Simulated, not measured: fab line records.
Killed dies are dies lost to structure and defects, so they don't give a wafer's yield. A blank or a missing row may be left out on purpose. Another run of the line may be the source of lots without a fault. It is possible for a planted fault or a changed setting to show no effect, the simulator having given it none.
Chamber matching ; flow n5-finfet ; 4 sister chambers for N5_BEOL_M2_DESCUM_16 on rie-diel-06
The step chemistry O2, time 7 s. 18 wafers are shown with their chamber, then 9 later ones without.

## WAFERS WITH THEIR CHAMBER
wafer;chamber;drypump-motor-current-A (A);showerhead-plenum-p-Torr (Torr);throttle-valve-pct (%)
L078.1;1;5.3;2.06;20.40
L078.2;0;5.5;2.18;20.54
L078.3;3;6.8;2.18;20.57
L081.1;3;6.8;2.18;20.58
L081.2;1;5.3;2.05;20.42
L081.3;2;5.4;2.05;20.24
L081.4;0;5.5;2.18;20.57
L081.5;1;5.3;2.05;20.41
L081.6;0;5.5;2.18;20.56
L083.1;1;5.3;2.05;20.43
L083.3;0;5.5;2.18;20.55
L083.5;1;5.3;2.05;20.43
L089.1;2;5.4;2.05;20.25
L089.2;3;6.8;2.17;20.59
L089.3;0;5.5;2.17;20.57
L089.4;1;5.4;2.05;20.45
L089.5;0;5.5;2.17;20.56
L089.6;3;6.8;2.18;20.61

SIGNATURES (means of the wafers above)
reading;chamber 0;chamber 1;chamber 2;chamber 3;scatter within a chamber
drypump-motor-current-A;5.500;5.317;5.400;6.800;0.0244
showerhead-plenum-p-Torr;2.1767;2.0517;2.0500;2.1775;0.00456
throttle-valve-pct;20.5583;20.4233;20.2450;20.5875;0.015
Rule: a wafer's distance from a chamber is the root of the sum, over the readings, of the square of ((its reading less the chamber's mean) divided by the reading's scatter). The wafer belongs to the nearest chamber; if the next one is less than 2 further off, it can't be placed. The scatter: take each reading less its chamber's mean, square it, sum over the shown wafers, divide by the number of wafers less the number of chambers, and take the root.

## WAFERS MISSING THEIR CHAMBER
wafer;drypump-motor-current-A (A);showerhead-plenum-p-Torr (Torr);throttle-valve-pct (%)
L094.2;6.8;2.17;20.62
L094.4;6.8;2.17;20.64
L094.6;5.4;2.04;20.27
L095.1;5.5;2.17;20.61
L095.2;6.8;2.17;20.62
L095.3;5.4;2.04;20.29
L095.4;5.4;2.04;20.27
L095.5;5.5;2.17;20.60
L095.6;6.8;2.17;20.62

## WHICH CHAMBER EACH WENT THROUGH
wafer;from the rows above;in truth
L094.2;3;3
L094.4;3;3
L094.6;2;2
L095.1;0;0
L095.2;3;3
L095.3;2;2
L095.4;2;2
L095.5;0;0
L095.6;3;3
Correctly placed: 9 of 9. Can't be placed from these rows: 0. Wrongly placed: 0.
